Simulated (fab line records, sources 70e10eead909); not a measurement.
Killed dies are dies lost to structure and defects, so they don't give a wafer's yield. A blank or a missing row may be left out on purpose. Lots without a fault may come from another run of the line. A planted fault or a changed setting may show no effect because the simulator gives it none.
Chamber matching | flow nand_harc | NHARC_P_GATE_ETCH_32 on rie_si-01: 4 sister chambers
The step etches the open film in HBr/Cl2, target depth 150 nm, time 100.1 s. 4 wafers are shown with their chamber, then 7 later ones without.

WAFERS WITH THEIR CHAMBER
wafer  | chamber | drypump_motor_current_A (A)
L081.3 | 0       | 5.9
L081.5 | 3       | 6.7
L084.1 | 1       | 5.2
L084.2 | 2       | 6.1

WAFERS WITHOUT THEIR CHAMBER
wafer  | drypump_motor_current_A (A)
L084.4 | 6.7
L086.1 | 5.9
L086.3 | 6.1
L086.4 | 5.1
L088.4 | 6.7
L088.5 | 5.1
L088.6 | 5.9

WHICH CHAMBER EACH WENT THROUGH
wafer  | from the rows above | in truth
L084.4 | 3                   | 3
L086.1 | 0                   | 0
L086.3 | 2                   | 2
L086.4 | 1                   | 1
L088.4 | 3                   | 3
L088.5 | 1                   | 1
L088.6 | 0                   | 0
Placed correctly: 7 of 7. Can't be placed from these rows: 0. Placed wrongly: 0.
How it was worked out, from the rows above alone: a wafer's distance from a chamber is the root of the sum, over the readings, of the square of ((its reading less the chamber's mean) divided by the reading's scatter). The wafer belongs to the nearest chamber; if the next one is less than 2 further off, it can't be placed. A chamber's mean is the mean of its shown wafers. The scatter: with one shown wafer a chamber, the root of the mean of the squares of how far each hidden wafer lies from its nearest shown one.
